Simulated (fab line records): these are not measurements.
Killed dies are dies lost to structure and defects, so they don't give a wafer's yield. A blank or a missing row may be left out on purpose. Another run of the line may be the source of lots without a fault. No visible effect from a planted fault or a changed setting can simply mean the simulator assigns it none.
fab line records	flow n5-finfet
record: lots: 4	wafers: 10	last-day: 18
route steps=1938 shown WELL_APT@46 PMOS_HMC_CHANNEL_EPI@57 SD_EPI_N@284 BEOL_M4@1111 PASSIVATION@1936
lots untouched by any fault: they come from a run of this same line in which no faults occurred
start-h: the number of hours between the record's first day and the start of the first shown wafer of the lot	wait-h: hours from the lot's prior step to this one	" the same as in the row above	L1.1+2: a row that stands for several wafers	- no value present, or no start provided	* or withheld: withheld	< > ~ a bound
route shown NAME@n: names a module that has steps shown in the file, with the first one's number in the route	usual: the fault-free wafers' mean and standard deviation	same: alike in all rows	chamber/n: place in a boat	sites: readings site by site	_std_site: the values' standard deviation	_edge_site: the outer-site mean with the inner-site mean subtracted	radius-mm: for every site, how far away it sits from the centre of the wafer	mask NAME#n: copy n	behind: the most recent tool/chamber to have shaped the wafer	hold: why the lot was held/for how many hours/how that ended	device: names the non-switching transistor (n, p or np)	end of line: tests of these same wafers at the route's end	step lacking rows: just its recipe	killed: count of dies lost to structure and defects at first sort (not the wafer's yield)	map: dies across one wafer; x = killed, . = not, _ = none there
set.NAME: the setting that was run; set.NAME@STEP: the one run at that earlier step	model.NAME: the simulator's own value behind a step, which no gauge read
lots at some steps of the route; a table a step, a row a wafer
services: a tool's chamber out of use, with start hour (start-h, from the record's first day; less than 0 if before it), hours out, and reason
== steps ==
step: N5_WELL_APT_DESCUM_30
recipe: chemistry: O2	time-s: 7.9	source-power-w: 50	bias-power-w: 20	pressure-mtorr: 20	rf-frequency-hz: 2.712e+07	temp-c: 40	o2-flow-sccm: 225
step: N5_WELL_APT_IMPLANT_31
recipe: species: B	energy-kev: 60	dose-cm2: 1.5e+13	tilt-deg: 0	rotation-deg: 0
step: N5_WELL_APT_IMPLANT_32
recipe: species: BF2	energy-kev: 50	dose-cm2: 2e+13	tilt-deg: 0	rotation-deg: 0
step: N5_WELL_APT_STRIP_33
recipe: chemistry: SPM	time-s: 900	temp-c: 130	h2so4-h2o2-vol-ratio: 4	dry: ipa-marangoni
step: N5_WELL_APT_RTA_34
recipe: temp-c: 1000	time-s: 10	ambient: N2	idle-temp-c: 600	ramp-up-c-per-s: 150	ramp-down-c-per-s: 60	cool-to-c: 600
step: N5_WELL_APT_OXIDE_STRIP_42
recipe: chemistry: dHF	dilution: 25:1	time-s: 45	temp-c: 25	target: SiO2	target-depth-a: 120
step: N5_WELL_APT_PRECLEAN_36
recipe: chemistry: O3/DIW	time-s: 45	temp-c: 22	o3-ppm: 10
step: N5_WELL_APT_PRECLEAN_39
recipe: chemistry: dHF	time-s: 60	dilution: 150:1	temp-c: 25
step: N5_WELL_APT_SRD_37
recipe: dry: ipa-marangoni	do-ppb: 5	time-s: 30	temp-c: 23	rinse-liquid: diw
step: N5_WELL_APT_EPI_41
recipe: material: Si	target-thk-a: 500	temp-c: 650	precursor: SiH4/H2	pressure-torr: 20	time-s: 297.7
usual: lamp-inner-pct: 14.2/2.1	run-length-s: 360/3.7	susceptor_temp_C_max: 651.4/0.4	throttle-valve-pct: 11.4/0.42
lot.wafer	tool	chamber	start-h	wait-h	lamp-inner-pct	run-length-s	susceptor_temp_C_max	throttle-valve-pct	model.Si_of_WELL_APT_EPI_41.thk-nm
L689.1	epi-rpcvd-03	0	16.46	0.0	13.6	363	651.5	11.8	50.13
L689.2	"	0	"	"	13.8	362	651.5	12.0	49.71
L689.3	"	0	"	"	13.7	363	651.4	11.8	49.84
L708.2	epi-rpcvd-03	0	130.82	0.2	13.7	363	650.9	11.6	49.12
L708.3	"	0	"	"	13.7	561	651.0	12.0	81.69
L709.3	epi-rpcvd-03	0	136.76	0.2	13.6	554	651.0	12.0	84.15
L709.6	"	0	"	"	13.6	356	651.4	11.5	50.91
L711.1	epi-rpcvd-01	0	148.43	0.0	17.1	363	651.2	11.2	49.58
L711.2	"	0	"	"	17.1	364	651.6	10.8	49.57
L711.6	"	0	"	"	17.1	363	651.3	11.0	50.17
step: N5_PMOS_HMC_CHANNEL_EPI_HM_DEP_34
recipe: material: SiO2	target-thk-a: 360	temp-c: 400	precursor: TEOS/O2	pressure-torr: 6.5	rf-w: 900	teos-flow-sccm: 161.4	gas: O2	flow-sccm: 2650	time-s: 6.9
step: N5_PMOS_HMC_CHANNEL_EPI_COAT_31
recipe: resist: BARC	temp-c: 205	time-s: 60	spin-rpm: 1500	resist-thk-nm: 66
step: N5_PMOS_HMC_CHANNEL_EPI_COAT_03
recipe: resist: CAR-ArF-block	spin-rpm: 1500	resist-thk-nm: 205
step: N5_PMOS_HMC_CHANNEL_EPI_EBR_05
recipe: solvent: PGMEA	ebr-width-mm: 1.5
step: N5_PMOS_HMC_CHANNEL_EPI_SOFTBAKE_04
recipe: temp-c: 110	time-s: 60	resist: CAR-ArF-block
step: N5_PMOS_HMC_CHANNEL_EPI_EXPOSE_06
recipe: mask-id: PMOS_HMC_BLK	na: 1.35	source-shape: conventional	sigma-outer: 0.8	polarization: unpolarized	target-cd-nm: 240	dose-mj: 41
step: N5_PMOS_HMC_CHANNEL_EPI_PEB_07
recipe: peb-temp-c: 110	peb-time-s: 60	resist: CAR-ArF-block
step: N5_PMOS_HMC_CHANNEL_EPI_DEVELOP_08
recipe: develop-time-s: 30	developer: TMAH	resist: CAR-ArF-block	dev-temp-c: 23	rinse-liquid: diw	dry: air-spin
step: N5_PMOS_HMC_CHANNEL_EPI_DESCUM_14
recipe: chemistry: O2	time-s: 7.9	source-power-w: 50	bias-power-w: 20	pressure-mtorr: 20	rf-frequency-hz: 2.712e+07	temp-c: 40	resist: CAR-ArF-block	o2-flow-sccm: 225
step: N5_PMOS_HMC_CHANNEL_EPI_ETCH_32
recipe: chemistry: N2/H2	target: BARC	stop-on: SiO2	target-depth-a: 858	over-etch-frac: 0.3	time-s: 50.3	ion-energy-ev: 200	mask-material: CAR-ArF-block	pressure-mtorr: 30	source-w: 840	bias-w: 150	n2-flow-sccm: 200	h2-flow-sccm: 200
step: N5_PMOS_HMC_CHANNEL_EPI_HM_OPEN_15
recipe: chemistry: CHF3/O2	target: SiO2	mask-material: CAR-ArF-block	target-depth-a: 406	CHF3_flow_sccm: 50	O2_flow_sccm: 5	Ar_flow_sccm: 200	time-s: 20.3	pressure-mtorr: 30	source-w: 650	bias-w: 170	ion-energy-ev: 200
step: N5_PMOS_HMC_CHANNEL_EPI_STRIP_33
recipe: chemistry: N2/H2	power-w: 500	temp-c: 40	pressure-mtorr: 50	rf-frequency-hz: 6e+07	overash-fraction: 0.3	bias-power-w: 8	h2-frac: 0.5	n2-flow-sccm: 300	h2-flow-sccm: 300
step: N5_PMOS_HMC_CHANNEL_EPI_STRIP_17
recipe: chemistry: SPM	time-s: 750	temp-c: 130	h2so4-h2o2-vol-ratio: 4	dry: ipa-marangoni
step: N5_PMOS_HMC_CHANNEL_EPI_ETCH_38
recipe: chemistry: CF4	target: SiO2	target-depth-a: 15	ion-energy-ev: 350	pressure-mtorr: 10	icp-w: 800	bias-w: 400	cf4-flow-sccm: 80
step: N5_PMOS_HMC_CHANNEL_EPI_FIN_RECESS_16
recipe: chemistry: HBr/Cl2	target: Si	mask-material: SiO2	target-depth-a: 540	time-s: 18	pressure-mtorr: 10	icp-w: 800	bias-w: 75	HBr_flow_sccm: 150	Cl2_flow_sccm: 80
step: N5_PMOS_HMC_CHANNEL_EPI_PRECLEAN_36
recipe: chemistry: O3/DIW	time-s: 45	temp-c: 22	o3-ppm: 10
step: N5_PMOS_HMC_CHANNEL_EPI_PRECLEAN_18
recipe: chemistry: DHF	time-s: 30	temp-c: 25	dilution: withheld
step: N5_PMOS_HMC_CHANNEL_EPI_SRD_19
recipe: dry: ipa-marangoni	do-ppb: 5	time-s: 30	temp-c: 23	rinse-liquid: diw
step: N5_PMOS_HMC_CHANNEL_EPI_EPI_20
recipe: material: SiGe30	mask-material: SiO2	pressure-torr: 20	target-thk-a: 590	temp-c: 600
step: N5_PMOS_HMC_CHANNEL_EPI_HM_STRIP_35
recipe: chemistry: dHF	temp-c: 25	material: SiO2	target: SiO2	target-depth-a: 396	time-s: 216
step: N5_PMOS_HMC_CHANNEL_EPI_SRD_39
recipe: dry: ipa-marangoni	time-s: 30	temp-c: 23	rinse-liquid: diw
step: N5_PMOS_HMC_CHANNEL_EPI_CMP_21
recipe: material: SiGe30	post-cmp-clean: alkaline-brush	target-thk-nm: 54
step: N5_PMOS_HMC_CHANNEL_EPI_PRECLEAN_40
recipe: chemistry: DHF	time-s: 30	temp-c: 25	dilution: withheld
step: N5_PMOS_HMC_CHANNEL_EPI_PRECLEAN_37
recipe: chemistry: O3/DIW	time-s: 45	temp-c: 22	o3-ppm: 10
step: N5_SD_EPI_N_STRIP_18
recipe: chemistry: SPM	time-s: 750	temp-c: 130	h2so4-h2o2-vol-ratio: 4
lot.wafer	tool	chamber	start-h	wait-h	model.Si_of_WELL_APT_EPI_41.thk-nm
L689.1+2	wet-bench-01	3,5	53.15	0.0	8.4
L689.3	"	7	"	"	7.8
L708.2	wet-bench-05	4	166.88	0.0	7.4
L708.3	"	7	"	"	39.6
L709.3	wet-bench-01	5	171.73	0.0	41.6
L709.6	"	6	"	"	8.6
L711.1	wet-bench-01	4	184.86	0.0	7
L711.2	"	5	"	"	8.2
L711.6	"	1	"	"	9
step: N5_BEOL_M4_RC_MEAS_101
usual: CJ_N: 4.37/0.075	CJ_P: 5.79/0.19	DIBL_N: 37.0/1.7	DIBL_P: 36.7/2	IOFF_N: 0.17/0.035	IOFF_N_85C: 3.2/0.58	IOFF_N_LIN: 0.076/0.013	IOFF_P: 0.22/0.035	IOFF_P_85C: 3.8/0.51	IOFF_P_LIN: 0.103/0.013	ION_N: 672/12	ION_P: 461/7.5	RS_NWELL: 1036/6.9	RS_PWELL: 3017/24	SS_N: 71.6/0.67	SS_P: 73.4/0.64	VT_N: 250/3.5	VT_P: -250/3.5
lot.wafer	tool	chamber	start-h	wait-h	CJ_N	CJ_P	DIBL_N[mV/V]	DIBL_P[mV/V]	IOFF_N[nA/um]	IOFF_N_85C[nA/um]	IOFF_N_LIN[nA/um]	IOFF_P[nA/um]	IOFF_P_85C[nA/um]	IOFF_P_LIN[nA/um]	ION_N[uA/um]	ION_P[uA/um]	RS_NWELL[ohm/sq]	RS_PWELL[ohm/sq]	SS_N[mV/dec]	SS_P[mV/dec]	VT_N[mV]	VT_P[mV]
L689.1	prober-02	0	176.11	0.0	4.39	5.75	35.6	35.6	0.14	2.8	0.066	0.18	3.3	0.089	668	459	1040	3033	71.3	72.6	249	-252
L689.2	"	0	"	"	4.36	5.45	34.7	34.5	0.13	2.6	0.061	0.16	3.0	0.082	660	455	1045	3073	71.0	72.1	253	-253
L689.3	"	0	"	"	4.42	5.86	36.7	37.2	0.17	3.2	0.076	0.20	3.6	0.095	678	466	1032	3022	71.0	72.8	247	-253
L708.2	prober-01	0	296.80	0.2	4.37	6.04	33.8	34.2	0.10	2.1	0.049	0.15	2.9	0.080	634	451	1036	3036	71.0	72.2	258	-253
L708.3	"	0	"	"	2.56	2.23	54.4	46.3	1.64	22.0	0.144	0.65	9.5	0.152	680	471	972	2357	96.4	80.9	252	-245
L709.3	prober-01	0	300.52	0.3	2.54	2.23	74.9	49.4	6.45	68.0	0.297	1.35	17.2	0.209	682	466	970	2309	117.9	87.4	246	-246
L709.6	"	0	"	"	4.30	5.91	37.2	35.4	0.15	3.0	0.067	0.21	3.6	0.100	646	448	1026	2973	72.3	72.8	255	-250
L711.1	prober-02	0	322.40	0.0	4.47	5.82	37.6	36.5	0.18	3.5	0.083	0.24	4.0	0.112	680	469	1031	3024	72.3	73.6	246	-248
L711.2	"	0	"	"	4.35	5.98	36.5	35.1	0.15	3.0	0.072	0.22	3.7	0.105	673	466	1015	3012	72.0	72.8	250	-249
L711.6	"	0	"	"	4.29	6.15	34.7	33.8	0.13	2.7	0.065	0.19	3.4	0.098	669	470	1036	3023	70.6	73.1	252	-249
step: N5_PASSIVATION_PROBE_49
usual: defect-limited-yield: 91.1/1.3	killed_at_M0_to_M3: 35/11	killed_at_M4_up: 13/5.4	killed-at-contacts: 14/6.5	killed-at-front-end: 41/11	killed-at-other: 4/3.1	killed-dies: 106/15	killed-open: 69/12	killed-short: 35/7	sort_bin_4_leakage: 0.01/0.078	sort_bin_5_function: 5.2/0.86	sort_bin_6_memory: 3.4/0.64	sort_bin_8_speed: 0.00/0.049	sort-n-pass: 1074/15	sort-yield-pct: 91.0/1.3
same: gross-dies: 1180	killed-at-back-side: 0
lot.wafer	tool	chamber	start-h	wait-h	defect-limited-yield[%]	killed_at_M0_to_M3	killed_at_M4_up	killed-at-contacts	killed-at-front-end	killed-at-other	killed-dies	killed-open	killed-short	sort_bin_4_leakage[%]	sort_bin_5_function[%]	sort_bin_6_memory[%]	sort_bin_8_speed[%]	sort-n-pass	sort-yield-pct[%]
L689.1	prober-01	-	271.04	0.0	90.6	29	9	12	59	2	111	80	31	0	5.3	3.8	0	1069	90.6
L689.2	prober-01	-	271.09	0.1	89.7	35	6	17	58	6	122	78	36	0	5.9	3.7	0	1058	89.7
L689.3	prober-01	-	271.14	0.1	91.8	30	9	11	40	7	97	57	40	0	4.6	2.9	0	1083	91.8
L708.2	prober-02	-	406.77	0.1	90.0	60	23	8	26	1	118	76	39	0	6.5	3.3	0.59	1055	89.4
L708.3	prober-02	-	406.82	0.1	91.0	50	15	6	35	0	106	69	32	91.02	5.1	3.6	0	0	0
L709.3	prober-01	-	407.79	0.1	92.5	26	7	21	33	2	89	57	32	92.46	5.1	2.4	0	0	0
L709.6	prober-01	-	407.94	0.3	91.4	32	5	17	42	6	102	73	29	0	5.5	3.1	0	1078	91.4
L711.1	prober-02	-	434.62	0.0	91.4	23	16	11	50	1	101	50	49	0	4.0	4.2	0	1079	91.4
L711.2	prober-02	-	434.67	0.1	93.0	22	15	3	41	2	83	38	43	0	3.8	2.6	0	1097	93.0
L711.6	prober-02	-	434.87	0.3	91.0	42	8	5	49	2	106	59	47	0	5.4	3.1	0	1074	91.0
killed by level:class
L689.1 STI_FIN_REVEAL:geometric-particle:open=20 MOL_CONTACT_COAG:geometric-particle:open=11 BEOL_M3:geometric-particle:open=10 FIN_SAQP:geometric-particle:open=8 BEOL_M0_SAQP:geometric-particle:open=7 GATE_CUT:geometric-particle:short=6 FIN_SAQP:geometric-particle:short=5 BEOL_M0_SAQP:geometric-particle:short=5
L689.2 BEOL_M1:geometric-particle:open=13 MOL_CONTACT_COAG:geometric-particle:open=12 FIN_SAQP:geometric-particle:open=11 BEOL_M3:geometric-particle:open=9 STI_FIN_REVEAL:geometric-particle:open=7 HKMG_FIN:area-etch=7 FIN_SAQP:geometric-particle:short=6 DUMMY_GATE:geometric-particle:open=5
L689.3 STI_FIN_REVEAL:geometric-particle:open=7 MOL_CONTACT_COAG:geometric-particle:open=7 BEOL_M0_SAQP:geometric-particle:open=7 DUMMY_GATE:geometric-particle:open=6 BEOL_M0_SAQP:geometric-particle:short=6 ILD0:geometric-particle:short=4 GATE_CUT:geometric-particle:open=4 MOL_CONTACT_COAG:geometric-particle:short=4
L708.2 BEOL_M0_SAQP:geometric-particle:open=13 BEOL_M0_SAQP:geometric-particle:short=11 BEOL_M2:geometric-particle:open=10 BEOL_M5:geometric-particle:open=10 GATE_CUT:geometric-particle:short=9 BEOL_M1:geometric-particle:open=9 BEOL_M3:geometric-particle:open=7 STI_FIN_REVEAL:geometric-particle:open=5
L708.3 BEOL_M3:geometric-particle:open=12 BEOL_M1:geometric-particle:open=8 BEOL_M0_SAQP:geometric-particle:short=8 BEOL_M2:geometric-particle:open=8 BEOL_M4:geometric-particle:open=6 STI_FIN_REVEAL:geometric-particle:open=5 GATE_CUT:geometric-particle:short=5 BEOL_M0_SAQP:geometric-particle:open=5
L709.3 MOL_CONTACT_COAG:geometric-particle:open=16 BEOL_M0_SAQP:geometric-particle:short=7 BEOL_M0_SAQP:geometric-particle:open=7 FIN_SAQP:geometric-particle:open=6 STI_FIN_REVEAL:geometric-particle:open=6 GATE_CUT:geometric-particle:short=5 MOL_CONTACT_COAG:geometric-particle:short=5 BEOL_M1:geometric-particle:open=4
L709.6 STI_FIN_REVEAL:geometric-particle:open=16 MOL_CONTACT_COAG:geometric-particle:open=10 BEOL_M0_SAQP:geometric-particle:open=10 BEOL_M0_SAQP:geometric-particle:short=9 MOL_CONTACT_COAG:geometric-particle:short=7 BEOL_M3:geometric-particle:open=6 FIN_SAQP:geometric-particle:short=5 DUMMY_GATE:geometric-particle:open=5
L711.1 FIN_SAQP:geometric-particle:short=16 STI_FIN_REVEAL:geometric-particle:open=13 MOL_CONTACT_COAG:geometric-particle:open=10 BEOL_M0_SAQP:geometric-particle:short=10 FIN_SAQP:geometric-particle:open=6 BEOL_M4:geometric-particle:open=6 BEOL_M0_SAQP:geometric-particle:open=4 BEOL_M3:geometric-particle:open=4
L711.2 FIN_SAQP:geometric-particle:short=17 STI_FIN_REVEAL:geometric-particle:open=12 BEOL_M3:geometric-particle:short=9 BEOL_M0_SAQP:geometric-particle:short=6 BEOL_M0_SAQP:geometric-particle:open=5 ILD0:geometric-particle:short=4 FIN_SAQP:geometric-particle:open=3 MOL_CONTACT_COAG:geometric-particle:open=3
L711.6 STI_FIN_REVEAL:geometric-particle:open=25 BEOL_M0_SAQP:geometric-particle:short=20 BEOL_M0_SAQP:geometric-particle:open=7 FIN_SAQP:geometric-particle:short=6 STI_FIN_REVEAL:geometric-particle:short=6 BEOL_M3:geometric-particle:short=6 BEOL_M3:geometric-particle:open=5 ILD0:geometric-particle:open=3
map L708.2 (x killed, . not)
_________________.........x..________________
______________.......x....x....._____________
___________..x...x........x.....x..__________
__________............x.x...x...x..._________
________....x...........x......x......_______
_______..........x...x.x........x......______
______.x....x......x.........xxx........_____
_____.........x.......x....x.......x.....____
____.x............x......................x___
___.............x....x......xx.............__
___.....xx...x.....x...........x...........__
__.............x...x........x........x......_
__............x......x.....x................_
_..........................x........x........
_.x............x.....xx.x...x..........x.....
_..............x.............x..x..........x.
_..........x.........x.........x..........x..
_.........x.....................x............
_..............x..x..........................
_.............................x.......x...x..
_.....x.x....x..........x...x................
__..x.......x...x......x.......x.....x...x.._
__...x.................x...x........x......._
___.................x....x.....x...........__
___.x.x.x..x...........x.........x.........__
____.....x..x.....x........x............x.___
_____........x........................x.x____
______.x.....x...x...x.................._____
_______................x....x..........______
________.......................x......_______
__________............x.x..........._________
___________......x...........x.....__________
______________.....x............_____________
_________________.x.x........________________
map L709.6 (x killed, . not)
_________________.....x......________________
______________..............x..._____________
___________...xx...................__________
__________.x...............xx......._________
________............x................x_______
_______.x............x........x........______
______...x....x...x....................x_____
_____....................................____
____...............x.......x............x.___
___..............x....x....................__
___.x.x...........x.......x.........x....x.__
__.x...........x..............x.....x......._
__x........x....x...x....x...........xx....._
_..x.......x..................xx...........x.
_.......x.........x...x.............x......x.
_.........x.................x................
_.....................x......x...............
_..x............x.....x......................
_.............x..................x..........x
_....x..x..........x...x.....................
_.......................x.......x....x.......
__....x.xx.....x............................_
__......................xx.......x......x..._
___...........xx....x.x..x.x........x.....x__
___.x............x......x........x.........__
____.x...............x....................___
_____..............................x.....____
______.............x...................._____
_______.x..x...........x......x......x.______
________.............................._______
__________x...x....................._________
___________..........x...x.........__________
______________.....x..x........._____________
_________________.....x.....x________________
== services ==
tool	chamber	start-h	hours	kind
epi-rpcvd-01	-	21.17	27.2	pm
epi-rpcvd-01	-	163.54	28.1	pm
== key ==
first-sign: step: N5_WELL_APT_EPI_41	reading: run-length-s	direction: up	sigmas: 53	usual: *	struck: *
effect: step: N5_BEOL_M4_RC_MEAS_101	reading: IOFF_N	direction: up	sigmas: 99+	usual: 0.17	struck: 4.04
effect: step: N5_BEOL_M4_RC_MEAS_101	reading: IOFF_N_85C	direction: up	sigmas: 72	usual: 3.2	struck: 45.0
effect: step: N5_BEOL_M4_RC_MEAS_101	reading: SS_N	direction: up	sigmas: 53	usual: 71.6	struck: 107.2
effect: step: N5_BEOL_M4_RC_MEAS_101	reading: RS_PWELL	direction: down	sigmas: 29	usual: 3017	struck: 2333
effect: step: N5_BEOL_M4_RC_MEAS_101	reading: CJ_N	direction: down	sigmas: 24	usual: 4.37	struck: 2.55
effect: step: N5_BEOL_M4_RC_MEAS_101	reading: IOFF_P	direction: up	sigmas: 22	usual: 0.22	struck: 1.00
effect: step: N5_BEOL_M4_RC_MEAS_101	reading: IOFF_P_85C	direction: up	sigmas: 19	usual: 3.8	struck: 13.4
effect: step: N5_BEOL_M4_RC_MEAS_101	reading: CJ_P	direction: down	sigmas: 19	usual: 5.79	struck: 2.23
effect: step: N5_BEOL_M4_RC_MEAS_101	reading: SS_P	direction: up	sigmas: 17	usual: 73.4	struck: 84.2
effect: step: N5_BEOL_M4_RC_MEAS_101	reading: DIBL_N	direction: up	sigmas: 16	usual: 37.0	struck: 64.7
effect: step: N5_BEOL_M4_RC_MEAS_101	reading: IOFF_N_LIN	direction: up	sigmas: 11	usual: 0.076	struck: 0.221
effect: step: N5_BEOL_M4_RC_MEAS_101	reading: RS_NWELL	direction: down	sigmas: 9.5	usual: 1036	struck: 971
effect: step: N5_PASSIVATION_PROBE_49	reading: sort_bin_4_leakage	direction: up	sigmas: 99+	usual: 0.01	struck: 91.74
model-effect: step: N5_WELL_APT_EPI_41	value: Si_of_WELL_APT_EPI_41.thk-nm	without: 49.56	struck: 82.92
model-effect: step: N5_SD_EPI_N_STRIP_18	value: Si_of_WELL_APT_EPI_41.thk-nm	without: 7.2	struck: 40.6
met-at N5_WELL_APT_EPI_41
struck-wafers L708.3,L709.3
onset-between 16.46 130.82
fault: kind: process-parameter-drift	tool: epi-rpcvd-03	chamber: -	onset-h: 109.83	steps: N5_WELL_APT_EPI_41	channel: time-s	offset: *	shape: step	end-h: 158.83	scope: struck-wafers-only	acts-in: *	stated: *
